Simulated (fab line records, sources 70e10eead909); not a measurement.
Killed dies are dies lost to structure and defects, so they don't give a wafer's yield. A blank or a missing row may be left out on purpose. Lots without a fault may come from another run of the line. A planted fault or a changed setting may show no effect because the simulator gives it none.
fab line records | flow nand_harc
record lots=24 wafers=72 last_day=24
route steps=1159 shown P_ZERO_WELL@61 P_STI@100 P_GATE@122 P_M0@277
lots that met no fault: from a run of the same line without faults
start_h: hours from the record's first day to the start of the lot's first wafer shown | wait_h: hours since the lot's step before | " the same as in the row above | L1.1+2: a row that stands for several wafers | - no value, or no start given | * or withheld: withheld | < > ~ a bound
route shown NAME@n: a module of which the file shows steps, and the number in the route of the first | usual: mean/standard deviation of fault-free wafers | same: alike in all rows | chamber/n: place in a boat | sites: the reading at each site | _std_site: their standard deviation | _edge_site: outer sites' mean less inner sites' | radius_mm: how far each site lies from the wafer's centre | mask NAME#n: copy n | behind: the tool/chamber that last shaped the wafer | hold: why the lot was held/for how many hours/how that ended | device: the transistor (n, p or np) that didn't switch | end of line: the same wafers' tests at the end of the route | a step without rows: its recipe alone | killed: dies lost to structure and defects at the first sort, not the wafer's yield | map: a wafer's dies, x killed, . not, _ none there
set.NAME: the setting as run; set.NAME@STEP: as run at that earlier step | model.NAME: the simulator's own value behind a step, which no gauge read
steps of the route over a sample of lots; a table a step, a row a wafer
services: from which hour (start_h, from the record's first day; less than 0 if before it) a tool's chamber was out of use, for how many hours, and why
## steps
# step NHARC_P_ZERO_WELL_DESCUM_54
# recipe time_s=3 o2_flow_sccm=200 ar_flow_sccm=0 bias_power_w=0 chemistry=O2
# usual drypump_motor_current_A=5.6/0.41 oes_product_au=1.000/0.013 rf_vpp_V=57.8/0.9 showerhead_plenum_p_Torr=1.91/0.068 throttle_valve_pct=11.313/0.009
# columns lot.wafer tool chamber start_h wait_h drypump_motor_current_A oes_product_au rf_hours_counter_h rf_vpp_V showerhead_plenum_p_Torr throttle_valve_pct
L074.2 rie_diel-13 2 17.79 - 5.5 0.990 6 58.7 1.98 11.317
L074.1 " 0 " " 5.4 0.991 5 58.0 1.97 11.290
L074.3 " 1 " " 4.8 1.023 6 58.5 1.93 11.322
L075.2 rie_diel-05 0 24.04 - 5.2 0.992 1 57.4 2.03 11.287
L075.1 " 1 " " 5.5 0.986 1 57.7 1.87 11.317
L075.4 " 2 " " 6.2 0.986 2 57.1 1.89 11.310
L076.1 rie_diel-05 2 30.37 - 6.2 0.987 2 56.8 1.89 11.305
L076.3 " 0 " " 5.2 0.997 2 56.9 2.03 11.316
L076.6 " 1 " " 5.5 0.994 - 57.2 1.87 11.311
L077.3 rie_diel-01 1 35.90 - 5.7 0.997 3 57.9 1.82 11.310
L077.4 " 0 " " 5.2 0.994 3 57.8 1.82 11.303
L077.6 " 1 " " 5.6 0.997 - 58.3 1.82 11.307
L078.2 rie_diel-01 2 41.86 - 6.2 1.014 4 58.2 1.98 11.306
L078.3 " 0 " " 5.2 0.981 4 55.9 1.82 11.326
L078.6 " 1 " " 5.6 0.995 - 56.8 1.82 11.319
L079.2 rie_diel-05 2 47.61 - 6.2 0.991 3 57.6 1.89 11.304
L079.4 " 3 " " 6.0 0.988 3 59.1 1.87 11.320
L079.6 " 0 " " 5.3 1.004 - 57.2 2.02 11.323
L080.4 rie_diel-01 3 54.08 - 5.3 1.001 4 59.1 1.92 11.323
L080.1 " 0 " " 5.2 0.989 4 57.1 1.82 11.319
L080.6 " 2 " " 6.2 1.021 - 59.5 1.98 11.323
L081.1 rie_diel-05 3 59.92 - 6.1 0.998 4 58.1 1.87 11.306
L081.4 " 1 " " 5.5 0.978 - 57.2 1.87 11.312
L081.5 " 2 " " 6.3 0.982 - 57.3 1.89 11.319
L082.1 rie_diel-01 3 65.93 - 5.4 0.996 5 57.6 1.92 11.312
L082.4 " 1 " " 5.6 1.006 5 57.0 1.82 11.291
L082.5 " 3 " " 5.4 0.995 - 58.8 1.92 11.304
L083.3 rie_diel-13 2 71.89 - 5.4 1.002 11 59.8 1.98 11.315
L083.1 " 3 " " 5.9 0.992 10 58.2 1.82 11.313
L083.6 " 2 " " 5.4 1.004 - 57.4 1.98 11.316
L084.1 rie_diel-01 2 78.04 - 6.2 1.016 7 57.2 1.98 11.330
L084.3 " 3 " " 5.4 1.005 6 57.9 1.92 11.319
L084.6 " 3 " " 5.4 0.997 - 55.7 1.92 11.311
L085.3 rie_diel-05 0 84.06 - 5.3 0.994 5 58.2 2.02 11.317
L085.4 " 1 " " 5.5 0.993 5 59.6 1.86 11.303
L085.1 " 3 " " 6.0 0.997 6 58.1 1.87 11.298
L086.3 rie_diel-05 0 89.66 - 5.2 0.996 6 58.0 2.02 11.323
L086.1 " 1 " " 5.5 0.980 5 58.8 1.87 11.323
L086.2 " 2 " " 6.2 1.003 5 59.0 1.89 11.301
L087.4 rie_diel-13 2 95.91 - 5.4 1.007 - 59.4 1.98 11.317
L087.6 " 0 " " 5.3 1.007 - 58.9 1.97 11.319
L087.5 " 1 " " 4.8 1.033 - 57.6 1.93 11.312
L088.1 rie_diel-05 3 101.82 - 6.0 1.012 8 57.5 1.87 11.316
L088.2 " 1 " " 5.5 0.986 7 57.8 1.86 11.307
L088.5 " 2 " " 6.2 1.009 - 57.5 1.89 11.291
L089.3 rie_diel-05 2 108.08 - 6.2 0.993 7 58.5 1.89 11.303
L089.2 " 3 " " 6.1 0.994 8 58.6 1.87 11.312
L089.6 " 1 " " 5.5 0.997 - 58.0 1.86 11.307
L090.1 rie_diel-13 1 114.14 - 4.8 1.027 0 59.5 1.93 11.311
L090.2 " 3 " " 5.9 1.016 0 56.7 1.81 11.323
L090.5 " 1 " " 4.8 1.026 - 58.8 1.93 11.323
L091.4 rie_diel-13 2 120.22 - 5.4 0.974 1 56.9 1.98 11.301
L091.2 " 3 " " 5.9 1.020 1 58.9 1.81 11.320
L091.6 " 3 " " 5.9 1.008 - 57.2 1.81 11.332
L092.2 rie_diel-01 3 126.07 - 5.4 0.999 10 56.3 1.92 11.320
L092.3 " 0 " " 5.2 0.974 10 58.2 1.81 11.311
L092.1 " 1 " " 5.6 0.995 9 57.8 1.82 11.305
L093.2 rie_diel-01 0 132.08 - 5.2 0.986 10 56.3 1.81 11.318
L093.6 " 0 " " 5.2 0.990 - 57.9 1.81 11.305
L093.5 " 3 " " 5.4 1.008 - 56.5 1.91 11.313
L094.4 rie_diel-13 1 137.97 - 4.8 1.028 2 57.5 1.93 11.307
L094.6 " 0 " " 5.3 0.990 - 57.6 1.97 11.325
L094.5 " 1 " " 4.8 1.005 - 57.4 1.93 11.316
L095.1 rie_diel-13 1 144.59 - 4.8 1.030 2 57.3 1.93 11.317
L095.2 " 2 " " 5.4 0.992 2 58.2 1.98 11.312
L095.5 " 0 " " 5.4 0.998 - 57.5 1.97 11.307
L096.4 rie_diel-01 3 149.79 - 5.4 0.992 0 57.5 1.91 11.314
L096.5 " 3 " " 5.4 1.001 - 57.6 1.91 11.327
L096.6 " 0 " " 5.2 0.997 - 57.7 1.81 11.312
L097.4 rie_diel-05 2 155.70 - 6.2 0.997 11 56.3 1.89 11.325
L097.1 " 0 " " 5.2 1.007 11 59.8 2.02 11.315
L097.6 " 3 " " 6.0 1.006 - 57.6 1.87 11.319
# step NHARC_P_ZERO_WELL_INSPECT_43
# usual raw_defect_count=13/5.7
# columns lot.wafer tool chamber start_h wait_h raw_defect_count
L074.1 defect_inspect-01 - 19.46 0.6 8
L074.2 " - " " 14
L074.3 " - " " 8
L075.1 defect_inspect-01 - 25.69 0.6 10
L075.2 " - " " 20
L075.4 " - " " 4
L076.1 defect_inspect-02 - 32.03 0.6 7
L076.3 " - " " 22
L076.6 " - " " 7
L077.3 defect_inspect-01 - 37.60 0.4 15
L077.4 " - " " 17
L077.6 " - " " 8
L078.2 defect_inspect-01 - 43.52 0.5 16
L078.3 " - " " 17
L078.6 " - " " 16
L079.2 defect_inspect-02 - 49.24 0.5 20
L079.4 " - " " 23
L079.6 " - " " 14
L080.1 defect_inspect-01 - 55.75 0.6 19
L080.4 " - " " 20
L080.6 " - " " 17
L081.1 defect_inspect-01 - 61.58 0.6 3
L081.4 " - " " 9
L081.5 " - " " 10
L082.1 defect_inspect-01 - 67.58 0.6 24
L082.4 " - " " 12
L082.5 " - " " 19
L083.1 defect_inspect-01 - 73.55 0.6 10
L083.3 " - " " 9
L083.6 " - " " 26
L084.1 defect_inspect-02 - 79.69 0.6 14
L084.3 " - " " 24
L084.6 " - " " 10
L085.1 defect_inspect-01 - 85.74 0.6 20
L085.3 " - " " 11
L085.4 " - " " 31
L086.1 defect_inspect-02 - 91.30 0.6 16
L086.2 " - " " 12
L086.3 " - " " 14
L087.4 defect_inspect-02 - 97.69 0.3 3
L087.5 " - " " 12
L087.6 " - " " 5
L088.1 defect_inspect-01 - 103.47 0.6 10
L088.2 " - " " 6
L088.5 " - " " 14
L089.2 defect_inspect-02 - 109.72 0.5 5
L089.3 " - " " 6
L089.6 " - " " 9
L090.1 defect_inspect-02 - 115.81 0.6 17
L090.2 " - " " 25
L090.5 " - " " 25
L091.2 defect_inspect-01 - 122.01 0.5 11
L091.4 " - " " 9
L091.6 " - " " 12
L092.1 defect_inspect-02 - 127.72 0.6 12
L092.2 " - " " 13
L092.3 " - " " 10
L093.2 defect_inspect-02 - 133.76 0.5 21
L093.5 " - " " 26
L093.6 " - " " 12
L094.4 defect_inspect-01 - 139.62 0.2 16
L094.5 " - " " 14
L094.6 " - " " 14
L095.1 defect_inspect-01 - 146.32 0.6 6
L095.2 " - " " 6
L095.5 " - " " 22
L096.4 defect_inspect-01 - 151.44 0.2 10
L096.5 " - " " 10
L096.6 " - " " 10
L097.1 defect_inspect-02 - 158.00 1.1 12
L097.4 " - " " 6
L097.6 " - " " 13
# step NHARC_P_STI_CMP_21
# recipe t_overpolish_s=20 target_thk_nm=380.67
# usual motor_current_A=12.0/1.2 overpolish_run_s=20.000/0.0093 retaining_ring_pressure_frac=1.001/0.005 slurry_flow_ml_min=150.0/0.47
# same t_overpolish_s=20
# columns lot.wafer tool chamber start_h wait_h motor_current_A overpolish_run_s retaining_ring_pressure_frac slurry_flow_ml_min
L074.1 cmp-04 2 56.35 0.4 12.9 20.005 0.999 150.5
L074.2 " 3 " " 11.9 20.001 1.004 150.1
L074.3 " 0 " " 12.2 20.008 0.998 150.7
L075.2 cmp-03 2 56.35 0.4 10.8 19.991 1.003 151.3
L075.1 " 0 " " 12.8 20.001 1.008 149.4
L075.4 " 1 " " 14.0 20.008 1.001 149.6
L077.4 cmp-04 3 69.48 0.4 11.6 20.025 1.005 150.1
L077.3 " 0 " " 12.8 20.007 1.005 149.7
L077.6 " 2 " " 12.7 19.999 1.001 149.5
L076.3 cmp-03 1 69.48 0.4 13.3 19.985 1.000 149.9
L076.1 " 2 " " 10.8 19.998 0.993 149.4
L076.6 " 0 " " 13.0 19.989 1.000 150.3
L079.2 cmp-03 3 82.76 0.4 13.7 20.004 0.995 149.0
L079.4 " 0 " " 13.2 20.009 0.999 149.4
L079.6 " 2 " " 10.6 20.002 0.993 150.1
L078.2 cmp-04 0 82.79 0.4 12.4 20.005 0.991 150.2
L078.3 " 1 " " 10.3 19.996 1.003 150.3
L078.6 " 3 " " 12.2 19.984 0.999 150.0
L081.4 cmp-01 2 94.44 0.4 11.1 20.013 1.002 150.2
L081.1 " 0 " " 10.5 19.998 0.997 149.7
L081.5 " 2 " " 12.1 19.999 0.998 149.7
L080.1 cmp-03 1 94.44 0.4 13.3 19.996 1.002 149.1
L080.4 " 2 " " 11.0 19.989 1.002 149.6
L080.6 " 1 " " 13.6 20.031 0.999 149.5
L082.1 cmp-01 1 105.28 0.4 10.7 19.993 0.997 150.0
L082.4 " 2 " " 10.9 20.010 0.999 149.8
L082.5 " 1 " " 10.5 20.014 0.995 150.3
L084.3 cmp-03 2 112.29 0.4 10.7 19.996 1.001 149.7
L084.1 " 0 " " 12.3 19.989 1.006 150.4
L084.6 " 3 " " 14.0 19.994 0.998 150.3
L083.3 cmp-04 0 112.34 0.4 12.3 20.010 0.993 150.2
L083.1 " 1 " " 9.9 19.988 0.999 150.2
L083.6 " 3 " " 12.2 19.995 1.003 149.6
L088.1 cmp-03 0 136.08 0.4 12.7 19.994 0.998 150.5
L088.2 " 3 " " 13.0 19.992 0.998 150.1
L088.5 " 0 " " 11.9 19.992 1.007 150.1
L086.3 cmp-04 1 136.08 0.4 10.3 20.015 1.009 149.3
L086.1 " 2 " " 12.4 19.993 1.001 149.6
L086.2 " 0 " " 12.7 19.983 1.001 150.4
L085.4 cmp-01 1 136.11 0.4 11.5 19.985 0.999 150.7
L085.1 " 2 " " 12.2 19.991 0.994 150.0
L085.3 " 3 " " 10.2 19.995 1.007 149.6
L087.4 cmp-03 2 136.23 0.5 11.0 20.012 0.998 151.1
L087.6 " 2 " " 10.7 19.998 1.008 150.8
L087.5 " 3 " " 12.8 20.002 0.999 149.1
L089.2 cmp-03 2 145.82 0.4 11.5 20.006 1.003 149.3
L089.3 " 3 " " 13.4 20.000 1.008 150.1
L089.6 " 2 " " 10.7 19.977 1.000 149.4
L090.1 cmp-03 2 150.42 0.4 10.9 20.007 1.001 149.6
L090.2 " 0 " " 12.7 20.004 0.993 149.6
L090.5 " 2 " " 11.0 19.998 1.004 149.7
L091.2 cmp-04 0 158.85 0.4 12.6 19.990 0.996 150.3
L091.4 " 2 " " 13.0 19.987 0.999 150.7
L091.6 " 0 " " 12.3 19.995 0.992 150.4
L092.3 cmp-04 0 158.97 0.5 12.0 20.004 1.005 150.0
L092.2 " 1 " " 10.4 19.997 0.998 150.4
L092.1 " 2 " " 13.3 19.999 1.002 150.5
L093.2 cmp-04 2 167.98 0.4 12.4 19.995 1.001 149.5
L093.5 " 2 " " 13.5 20.002 1.002 150.4
L093.6 " 3 " " 11.4 19.988 0.997 149.7
L094.4 cmp-04 2 176.57 0.4 13.3 20.002 1.010 150.0
L094.6 " 2 " " 13.0 20.006 1.002 149.6
L094.5 " 3 " " 11.8 20.001 1.002 149.8
L095.2 cmp-04 0 182.29 0.4 12.8 19.994 1.007 149.5
L095.1 " 2 " " 12.3 20.006 1.003 149.6
L095.5 " 1 " " 9.9 19.987 0.998 149.4
L097.4 cmp-03 3 190.07 0.4 13.1 19.992 0.999 150.2
L097.1 " 0 " " 12.8 20.009 1.008 150.5
L097.6 " 0 " " 12.3 20.004 1.013 150.8
L096.4 cmp-04 0 190.14 0.4 12.2 19.995 0.994 149.7
L096.6 " 1 " " 9.7 20.019 0.996 149.7
L096.5 " 2 " " 12.7 19.996 1.007 149.9
# step NHARC_P_GATE_CD_MEAS_11
# recipe target_cd_nm=1640 landing_energy_ev=500
# usual cd_nm=1641.0/1.9
# columns lot.wafer tool chamber start_h wait_h cd_nm
L074.1 cd_sem-02 0 72.96 - 1638.1
L074.2 " 0 " " 1642.4
L074.3 " 0 " " 1639.8
L075.1 cd_sem-03 0 73.12 - 1640.1
L075.2 " 0 " " 1642.9
L075.4 " 0 " " 1641.1
L076.1 cd_sem-03 0 87.01 - 1638.4
L076.3 " 0 " " 1639.2
L076.6 " 0 " " 1643.6
L077.3 cd_sem-02 0 87.05 - 1644.0
L077.4 " 0 " " 1642.3
L077.6 " 0 " " 1641.8
L079.2 cd_sem-02 0 100.13 - 1645.1
L079.4 " 0 " " 1637.9
L079.6 " 0 " " 1639.0
L078.2 cd_sem-03 0 100.29 - 1644.4
L078.3 " 0 " " 1640.1
L078.6 " 0 " " 1639.9
L080.1 cd_sem-02 0 114.58 - 1643.1
L080.4 " 0 " " 1643.4
L080.6 " 0 " " 1641.8
L081.1 cd_sem-03 0 114.74 - 1639.2
L081.4 " 0 " " 1639.9
L081.5 " 0 " " 1638.2
L084.1 cd_sem-03 0 127.14 - 1638.0
L084.3 " 0 " " 1639.9
L084.6 " 0 " " 1642.9
L082.1 cd_sem-03 0 127.30 - 1641.0
L082.4 " 0 " " 1638.6
L082.5 " 0 " " 1642.9
L083.1 cd_sem-03 0 127.33 - 1638.2
L083.3 " 0 " " 1638.9
L083.6 " 0 " " 1640.9
L086.1 cd_sem-03 0 153.59 - 1644.2
L086.2 " 0 " " 1642.7
L086.3 " 0 " " 1641.6
L088.1 cd_sem-03 0 153.62 - 1639.0
L088.2 " 0 " " 1643.2
L088.5 " 0 " " 1641.8
L085.1 cd_sem-03 0 153.66 - 1638.7
L085.3 " 0 " " 1643.5
L085.4 " 0 " " 1644.5
L087.4 cd_sem-02 0 153.70 - 1640.1
L087.5 " 0 " " 1640.7
L087.6 " 0 " " 1639.3
L089.2 cd_sem-02 0 162.52 - 1639.6
L089.3 " 0 " " 1642.9
L089.6 " 0 " " 1644.2
L090.1 cd_sem-03 0 167.15 - 1640.0
L090.2 " 0 " " 1642.1
L090.5 " 0 " " 1639.3
L091.2 cd_sem-02 0 175.21 - 1640.1
L091.4 " 0 " " 1642.8
L091.6 " 0 " " 1641.5
L092.1 cd_sem-02 0 175.24 - 1638.6
L092.2 " 0 " " 1641.9
L092.3 " 0 " " 1637.5
L093.2 cd_sem-02 0 184.92 - 1641.3
L093.5 " 0 " " 1639.9
L093.6 " 0 " " 1638.3
L094.4 cd_sem-03 0 193.29 - 1640.4
L094.5 " 0 " " 1640.7
L094.6 " 0 " " 1641.8
L095.1 cd_sem-03 0 203.70 - 1642.0
L095.2 " 0 " " 1640.4
L095.5 " 0 " " 1644.1
L096.4 cd_sem-03 0 206.51 - 1640.3
L096.5 " 0 " " 1640.3
L096.6 " 0 " " 1638.5
L097.1 cd_sem-03 0 206.66 - 1637.0
L097.4 " 0 " " 1640.3
L097.6 " 0 " " 1641.7
# step NHARC_P_GATE_DESCUM_48
# recipe time_s=3 o2_flow_sccm=200 ar_flow_sccm=0 bias_power_w=0 chemistry=O2
# usual drypump_motor_current_A=5.6/0.4 oes_product_au=1.003/0.014 rf_vpp_V=57.7/0.97 showerhead_plenum_p_Torr=1.91/0.11 throttle_valve_pct=11.311/0.009
# columns lot.wafer tool chamber start_h wait_h drypump_motor_current_A oes_product_au rf_hours_counter_h rf_vpp_V showerhead_plenum_p_Torr throttle_valve_pct
L074.2 rie_diel-10 3 100.22 - 5.2 0.995 15 57.8 1.88 11.309
L074.3 " 1 " " 5.3 1.014 14 58.6 1.79 11.313
L074.1 " 2 " " 6.0 1.009 19 56.6 2.04 11.310
L075.2 rie_diel-10 2 100.31 - 6.1 0.992 19 59.6 2.04 11.305
L075.1 " 3 " " 5.2 0.990 15 57.1 1.88 11.309
L075.4 " 1 " " 5.3 1.002 14 57.9 1.79 11.309
L076.1 rie_diel-03 1 112.78 - 5.2 1.014 24 57.4 1.88 11.316
L076.3 " 2 " " 5.5 1.007 22 58.2 2.07 11.305
L076.6 " 2 " " 5.5 1.009 - 56.8 2.07 11.312
L077.4 rie_diel-10 2 114.92 - 6.1 0.997 22 58.7 2.04 11.304
L077.3 " 3 " " 5.2 0.997 18 57.5 1.88 11.310
L077.6 " 1 " " 5.3 1.015 - 57.1 1.79 11.294
L079.2 rie_diel-10 0 128.09 - 5.7 1.009 25 57.4 1.90 11.319
L079.4 " 1 " " 5.3 1.017 - 57.9 1.79 11.333
L079.6 " 2 " " 6.0 0.995 - 58.2 2.04 11.309
L078.2 rie_diel-10 0 128.52 - 5.8 1.011 25 58.0 1.90 11.303
L078.3 " 2 " " 6.0 0.987 24 57.7 2.04 11.307
L078.6 " 2 " " 6.0 1.002 - 58.6 2.04 11.311
L080.4 rie_diel-11 0 141.58 - 6.8 1.000 41 57.3 1.77 11.304
L080.1 " 2 " " 6.1 1.004 34 57.5 1.80 11.312
L080.6 " 3 " " 5.4 0.991 - 57.3 1.82 11.310
L081.4 rie_diel-03 2 141.76 - 5.5 1.004 31 56.6 2.07 11.307
L081.1 " 3 " " 5.6 0.975 32 56.7 1.81 11.312
L081.5 " 0 " " 5.6 1.003 - 58.8 2.07 11.316
L084.1 rie_diel-03 0 153.77 - 5.6 0.993 36 59.3 2.06 11.308
L084.3 " 1 " " 5.2 1.011 36 57.0 1.88 11.306
L084.6 " 3 " " 5.6 0.997 - 57.3 1.80 11.308
L083.3 rie_diel-03 3 153.97 - 5.6 0.985 35 56.7 1.80 11.291
L083.1 " 0 " " 5.7 1.009 36 58.3 2.06 11.320
L083.6 " 0 " " 5.7 0.992 - 59.0 2.06 11.316
L082.1 rie_diel-10 2 155.04 - 6.1 1.014 31 58.7 2.04 11.319
L082.4 " 1 " " 5.3 1.017 25 58.0 1.78 11.320
L082.5 " 2 " " 6.1 0.996 - 57.5 2.04 11.300
L087.4 rie_diel-11 1 179.58 - 5.5 0.990 54 58.3 1.80 11.292
L087.6 " 2 " " 6.1 0.999 - 56.8 1.80 11.314
L087.5 " 3 " " 5.3 0.989 - 57.3 1.82 11.311
L088.2 rie_diel-03 1 180.88 - 5.2 1.014 48 58.7 1.87 11.311
L088.1 " 2 " " 5.5 1.010 45 58.7 2.06 11.330
L088.5 " 0 " " 5.7 1.002 - 58.2 2.06 11.314
L085.1 rie_diel-03 2 182.12 - 5.5 0.998 45 58.2 2.06 11.321
L085.3 " 3 " " 5.5 0.988 45 56.2 1.80 11.325
L085.4 " 1 " " 5.2 1.016 48 58.2 1.87 11.317
L086.1 rie_diel-10 2 185.88 - 6.0 1.010 0 58.2 2.04 11.300
L086.2 " 3 " " 5.2 1.023 0 58.2 1.88 11.296
L086.3 " 1 " " 5.3 1.019 0 57.1 1.78 11.292
L089.3 rie_diel-10 3 193.34 - 5.2 1.011 2 58.5 1.88 11.297
L089.2 " 0 " " 5.7 1.009 2 58.6 1.90 11.313
L089.6 " 3 " " 5.2 0.999 - 57.1 1.88 11.299
L090.2 rie_diel-10 2 197.09 - 6.1 0.999 3 58.8 2.03 11.318
L090.1 " 0 " " 5.7 1.005 3 58.1 1.89 11.316
L090.5 " 1 " " 5.3 1.028 - 56.3 1.78 11.305
L092.1 rie_diel-11 2 201.81 - 6.1 1.013 0 54.9 1.80 11.302
L092.3 " 3 " " 5.3 0.980 0 58.6 1.82 11.312
L092.2 " 1 " " 5.5 0.992 0 56.7 1.80 11.325
L091.4 rie_diel-03 2 202.58 - 5.5 1.002 54 58.1 2.06 11.312
L091.2 " 1 " " 5.2 1.021 58 57.3 1.87 11.319
L091.6 " 2 " " 5.5 0.989 - 59.1 2.06 11.332
L093.2 rie_diel-10 2 212.03 - 6.0 1.000 7 58.0 2.03 11.308
L093.6 " 2 " " 6.0 0.996 - 57.6 2.03 11.315
L093.5 " 3 " " 5.2 1.033 - 57.1 1.87 11.293
L094.4 rie_diel-11 2 219.17 - 6.1 1.018 6 58.2 1.80 11.313
L094.5 " 3 " " 5.4 0.977 - 56.0 1.82 11.319
L094.6 " 0 " " 6.8 0.975 - 57.4 2.07 11.307
L096.4 rie_diel-10 3 229.91 - 5.2 1.023 - 59.5 1.87 11.321
L096.6 " 0 " " 5.7 0.998 - 57.4 1.89 11.310
L096.5 " 1 " " 5.3 1.012 - 56.4 1.78 11.307
L095.2 rie_diel-03 1 230.01 - 5.2 1.005 2 57.4 1.87 11.317
L095.1 " 2 " " 5.5 1.001 3 57.6 2.06 11.300
L095.5 " 3 " " 5.6 0.991 - 56.9 1.80 11.323
L097.1 rie_diel-11 0 234.54 - 6.9 0.979 14 58.8 2.07 11.324
L097.4 " 1 " " 5.4 0.978 14 57.4 1.80 11.313
L097.6 " 2 " " 6.1 0.998 - 57.4 1.79 11.300
# step NHARC_P_M0_ANNEAL_30
# recipe temp_c=225 time_s=90
# usual wafer_temp_C_max=226.4/0.36
# columns lot.wafer tool chamber start_h wait_h wafer_temp_C_max
L074.1 rtp_anneal-02 0 114.79 0.3 226.7
L074.2 " 0 " " 226.1
L074.3 " 0 " " 226.3
L075.1 rtp_anneal-01 0 118.67 0.4 226.4
L075.2 " 0 " " 226.2
L075.4 " 0 " " 226.3
L076.1 rtp_anneal-01 0 128.44 0.3 226.4
L076.3 " 0 " " 226.6
L076.6 " 0 " " 226.3
L077.3 rtp_anneal-01 0 132.31 0.4 226.7
L077.4 " 0 " " 226.4
L077.6 " 0 " " 226.2
L079.2 rtp_anneal-01 0 145.39 0.4 226.3
L079.4 " 0 " " 226.3
L079.6 " 0 " " 226.4
L078.2 rtp_anneal-02 0 146.13 - 226.8
L078.3 " 0 " " 226.9
L078.6 " 0 " " 226.5
L080.1 rtp_anneal-01 0 159.14 - 226.0
L080.4 " 0 " " 226.3
L080.6 " 0 " " 226.3
L081.1 rtp_anneal-02 0 159.65 0.3 227.1
L081.4 " 0 " " 226.5
L081.5 " 0 " " 226.4
L084.1 rtp_anneal-01 0 168.38 - 225.7
L084.3 " 0 " " 226.5
L084.6 " 0 " " 226.3
L083.1 rtp_anneal-01 0 172.11 - 226.1
L083.3 " 0 " " 226.0
L083.6 " 0 " " 226.4
L082.1 rtp_anneal-02 0 173.22 - 226.7
L082.4 " 0 " " 226.5
L082.5 " 0 " " 226.5
L087.4 rtp_anneal-01 0 197.49 - 226.1
L087.5 " 0 " " 225.8
L087.6 " 0 " " 226.2
L088.1 rtp_anneal-02 0 203.64 0.3 226.6
L088.2 " 0 " " 226.2
L088.5 " 0 " " 226.3
L085.1 rtp_anneal-02 0 204.20 - 226.2
L085.3 " 0 " " 226.2
L085.4 " 0 " " 226.4
L086.1 rtp_anneal-01 0 204.95 0.3 226.5
L086.2 " 0 " " 225.9
L086.3 " 0 " " 226.1
L089.2 rtp_anneal-02 0 207.79 0.4 226.8
L089.3 " 0 " " 226.8
L089.6 " 0 " " 226.6
L090.1 rtp_anneal-01 0 214.50 - 226.5
L090.2 " 0 " " 226.2
L090.5 " 0 " " 226.2
L092.1 rtp_anneal-01 0 216.57 0.4 226.5
L092.2 " 0 " " 226.2
L092.3 " 0 " " 226.4
L091.2 rtp_anneal-02 0 217.41 - 226.2
L091.4 " 0 " " 226.8
L091.6 " 0 " " 226.4
L093.2 rtp_anneal-02 0 229.41 0.7 226.8
L093.5 " 0 " " 227.1
L093.6 " 0 " " 227.0
L094.4 rtp_anneal-01 0 235.30 - 226.4
L094.5 " 0 " " 225.7
L094.6 " 0 " " 226.0
L096.4 rtp_anneal-02 0 243.95 0.4 226.3
L096.5 " 0 " " 226.3
L096.6 " 0 " " 227.0
L095.1 rtp_anneal-02 0 244.77 - 226.5
L095.2 " 0 " " 226.8
L095.5 " 0 " " 226.8
L097.1 rtp_anneal-02 0 248.44 - 226.9
L097.4 " 0 " " 226.9
L097.6 " 0 " " 226.5
## services
# columns tool chamber start_h hours kind
rie_diel-10 - -0.50 9.0 pm
cmp-03 - 2.29 4.6 repair
cmp-04 - 5.55 0.6 repair
cmp-04 - 7.00 4.0 pm
rie_diel-05 2 54.48 1.3 repair
cmp-03 - 58.00 4.0 pm
cmp-03 - 62.65 4.0 repair
rie_diel-10 3 65.84 15.7 repair
rie_diel-10 1 70.68 18.1 repair
cmp-04 - 78.85 0.9 repair
cmp-04 - 90.91 6.2 repair
rie_diel-10 0 94.85 4.2 repair
cmp-03 - 98.47 0.6 repair
cmp-04 - 105.00 4.0 pm
rie_diel-10 - 117.58 0.2 repair
rie_diel-10 3 127.17 16.4 repair
cmp-04 - 147.09 1.5 repair
cmp-03 - 153.81 0.9 repair
cmp-03 - 156.09 4.0 pm
rie_diel-10 2 163.75 5.6 repair
rie_diel-10 1 164.87 9.6 repair
rie_diel-10 - 176.50 9.0 pm
cmp-04 - 196.44 32.6 repair
rie_diel-10 2 225.95 9.4 repair
## key
fault none
